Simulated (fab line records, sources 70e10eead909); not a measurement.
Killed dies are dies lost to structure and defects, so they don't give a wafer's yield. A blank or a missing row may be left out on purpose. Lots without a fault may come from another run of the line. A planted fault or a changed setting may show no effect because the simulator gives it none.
Chamber matching | flow nand_harc | NHARC_P_ZERO_WELL_DESCUM_13 on rie_diel-06: 4 sister chambers
The step chemistry O2, time 3 s. 4 wafers are shown with their chamber, then 8 later ones without.

WAFERS WITH THEIR CHAMBER
wafer  | chamber | showerhead_plenum_p_Torr (Torr)
L078.6 | 2       | 1.86
L088.1 | 3       | 1.99
L088.2 | 1       | 1.78
L090.1 | 0       | 1.86

WAFERS WITHOUT THEIR CHAMBER
wafer  | showerhead_plenum_p_Torr (Torr)
L090.3 | 1.78
L090.6 | 1.86
L093.1 | 1.86
L093.3 | 1.99
L093.4 | 1.86
L096.2 | 1.86
L096.4 | 1.85
L096.6 | 1.78

WHICH CHAMBER EACH WENT THROUGH
wafer  | from the rows above     | in truth
L090.3 | 1                       | 1
L090.6 | can't be placed: 0 or 2 | 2
L093.1 | can't be placed: 0 or 2 | 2
L093.3 | 3                       | 3
L093.4 | can't be placed: 0 or 2 | 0
L096.2 | can't be placed: 0 or 2 | 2
L096.4 | can't be placed: 0 or 2 | 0
L096.6 | 1                       | 1
Placed correctly: 3 of 8. Can't be placed from these rows: 5 (the true chamber is among the candidates in 5). Placed wrongly: 0.
How it was worked out, from the rows above alone: a wafer's distance from a chamber is the root of the sum, over the readings, of the square of ((its reading less the chamber's mean) divided by the reading's scatter). The wafer belongs to the nearest chamber; if the next one is less than 2 further off, it can't be placed. A chamber's mean is the mean of its shown wafers. The scatter: with one shown wafer a chamber, the root of the mean of the squares of how far each hidden wafer lies from its nearest shown one.
